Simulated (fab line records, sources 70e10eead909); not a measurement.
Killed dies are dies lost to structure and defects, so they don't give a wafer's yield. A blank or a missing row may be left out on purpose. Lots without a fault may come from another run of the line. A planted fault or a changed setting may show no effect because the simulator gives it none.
One fault seen from 2 desks | flow nand_harc | each desk has only its own numbers; what lay behind them comes last

THE METROLOGY DESK
What the gauges read, lot by lot, whatever tool the lot ran on: means of the sampled wafers that have a number. A lot is out of limits, marked OUT, if its mean lies more than 4 standard deviations from the usual mean; the brackets give that distance.
Columns: A = thk_nm at NHARC_A_ONON_D2_THK_MEAS_05, usual 998 nm; B = thk_nm at NHARC_A_ONON_D2_THK_MEAS_30, usual 1000 nm; C = cd_nm at NHARC_A_CHANNEL_HOLE_D2_CD_MEAS_10, usual 100.1 nm
lot  | first seen here | A    | B               | C
L811 | day 12 11:46    | 1002 | 998             | 99.3
L812 | day 13 08:05    | 1001 | 988             | 99.9
L813 | day 13 19:49    | 1002 | 1004            | 100.3
L814 | day 13 19:49    | 989  | 1003            | 100.2
L817 | day 15 04:13    | 1001 | 979             | 99.7
L820 | day 16 02:27    | 996  | 1024            | 100.5
L819 | day 16 02:28    | 993  | 1014            | 99.2
L821 | day 16 22:11    | 992  | 1056 (+7.2) OUT | -
L829 | day 20 14:05    | 1021 | 994             | 100.6
L832 | day 21 02:29    | 982  | 1015            | 100.4
L830 | day 21 02:29    | 988  | 994             | 100.4
L831 | day 21 02:35    | 995  | 1005            | 100.0
L833 | day 21 22:58    | 1014 | 996             | 100.9
This desk's finding: out of limits on L821; first on L821, day 17 09:56 (thk_nm at NHARC_A_ONON_D2_THK_MEAS_30). In limits: L811, L812, L813, L814, L817, L820, L819, L829, L832, L830, L831, L833.

THE TOOL OWNER'S DESK: pecvd_onon-04
The tool's own readings at NHARC_A_ONON_D2_DEP_28 (target thk 1000 nm): means of the sampled wafers that have a number, for each lot that ran on this tool. A lot is out of limits, marked OUT, if its mean lies more than 4 standard deviations from the usual mean; the brackets give that distance.
Columns: A = n2o_flow_sccm at NHARC_A_ONON_D2_DEP_28, usual 2001 sccm; B = susceptor_temp_C at NHARC_A_ONON_D2_DEP_28, usual 399.99 C
lot  | first seen here | A    | B
L817 | day 15 15:19    | 2004 | 400.39
L820 | day 16 13:32    | 1999 | 399.98
L819 | day 16 13:54    | 2008 | 399.83
L821 | day 17 09:32    | 1996 | 399.88
L829 | day 21 01:02    | 1999 | 400.06
L833 | day 22 09:44    | 2006 | 400.19
This desk's finding: nothing out of limits on any of the 6 lots.

PUT TOGETHER
The metrology desk could have raised an alarm at day 17 09:56, on L821.
The tool owner's desk saw nothing out of limits.
The tool owner's desk has L821 on record, within its limits.
Of the lots named, all ran NHARC_A_ONON_D2_DEP_28 on pecvd_onon-04.

WHAT THE SIMULATOR HAD PUT IN
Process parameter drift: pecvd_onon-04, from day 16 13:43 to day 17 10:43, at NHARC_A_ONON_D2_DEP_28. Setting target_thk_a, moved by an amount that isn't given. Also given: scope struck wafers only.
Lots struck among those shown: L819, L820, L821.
Hours from the fault's start to each desk's first reading out of limits: the metrology desk, 20.
